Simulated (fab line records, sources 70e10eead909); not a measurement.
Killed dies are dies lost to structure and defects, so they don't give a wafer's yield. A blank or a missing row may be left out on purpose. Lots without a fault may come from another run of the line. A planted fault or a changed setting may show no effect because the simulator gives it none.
Problem report in the 8D (eight disciplines) form, filled by code | flow nand_harc | the parts of the form that need people (team, actions taken, sign-off) are left out

1. THE PROBLEM
run_length_s at NHARC_A_STAIRCASE_ETCH_190 reads a mean of 50.6 s on 2 wafers of 1 lot; wafers without a fault read 61.9 s with a standard deviation of 0.53. That is -21 standard deviations from the usual mean.
The step: etches the open film in C4F8/O2, target depth 100 nm, time 40.5 s.
First seen on wafer L743.3, day 24 11:10, on rie_diel-03. The record holds 39 wafers of 13 lots with a number at this step. Rule for "out", or "out of limits": more than 4 standard deviations from the usual mean. The other wafers with a number count as sound.

2. WHAT IT IS AND WHAT IT IS NOT
question                    | is                | is not
which readings at this step | run_length_s      | oes_product_au, rf_vpp_V
which lots                  | L743              | L722, L723, L724, L725, L726, L727, L728, L729, L730, L732, L735, L738
which wafers of those lots  | L743.3, L743.6    | L743.1
read on which tools         | rie_diel-03       | rie_diel-01, rie_diel-07
when                        | from day 24 11:10 | up to then (37 sound wafers)

3. SUSPECTS, AND WHAT RULES EACH OUT
Counting: a tool at a process step up to the reading stays a suspect if it ran every lot that is out. Sound lots after the first of them don't rule it out here, since some wafers of a struck lot are sound.
- rie_diel-03 at NHARC_A_STAIRCASE_TRIM_187 (chemistry O2, time 211.2 s): kept. It ran the lot that is out, L743 (day 24 10:46); its last sound lot up to then is L732 (day 20 16:43).
- rie_diel-03 at NHARC_A_STAIRCASE_ETCH_190 (etches the open film in C4F8/O2, target depth 100 nm, time 40.5 s): kept. It ran the lot that is out, L743 (day 24 11:10); its last sound lot up to then is L732 (day 20 17:14). Its own readings are out on those wafers: run_length_s.
- Within rie_diel-03 at NHARC_A_STAIRCASE_TRIM_187: the wafers that are out ran in chambers 0, 1; their sound lot-mates ran in chamber 3.
- Within rie_diel-03 at NHARC_A_STAIRCASE_ETCH_190: the wafers that are out ran in chamber 0; their sound lot-mates ran in chamber 2.
Left after counting: rie_diel-03 at NHARC_A_STAIRCASE_TRIM_187, rie_diel-03 at NHARC_A_STAIRCASE_ETCH_190.

4. THE CAUSE (what the simulator had put in)
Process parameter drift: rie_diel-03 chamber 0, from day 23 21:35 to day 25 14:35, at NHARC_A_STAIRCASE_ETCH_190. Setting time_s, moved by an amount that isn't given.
Counting left 2 suspects, and this tool is among them.

5. THE CHAIN OF EFFECTS, in route order
Each row: a reading whose mean over the struck wafers that have a number lies more than 3 standard deviations from the usual. Only readings for which the record gives a usual standard deviation are gone through. hours: the time from each lot's start at the first step in this table that gives one to its start at this step, as a median over the lots. sigmas: the change in usual standard deviations.
hours | step                       | reading      | usual  | on struck wafers | change | sigmas
0     | NHARC_A_STAIRCASE_ETCH_190 | run_length_s | 61.9 s | 50.6             | -11.3  | -21
The process steps in it:
- NHARC_A_STAIRCASE_ETCH_190: etches the open film in C4F8/O2, target depth 100 nm, time 40.5 s.

6. WHAT WOULD HAVE CAUGHT IT SOONER
In this record the first reading out of limits was taken at day 24 11:10, 14 hours after the fault began at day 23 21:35.
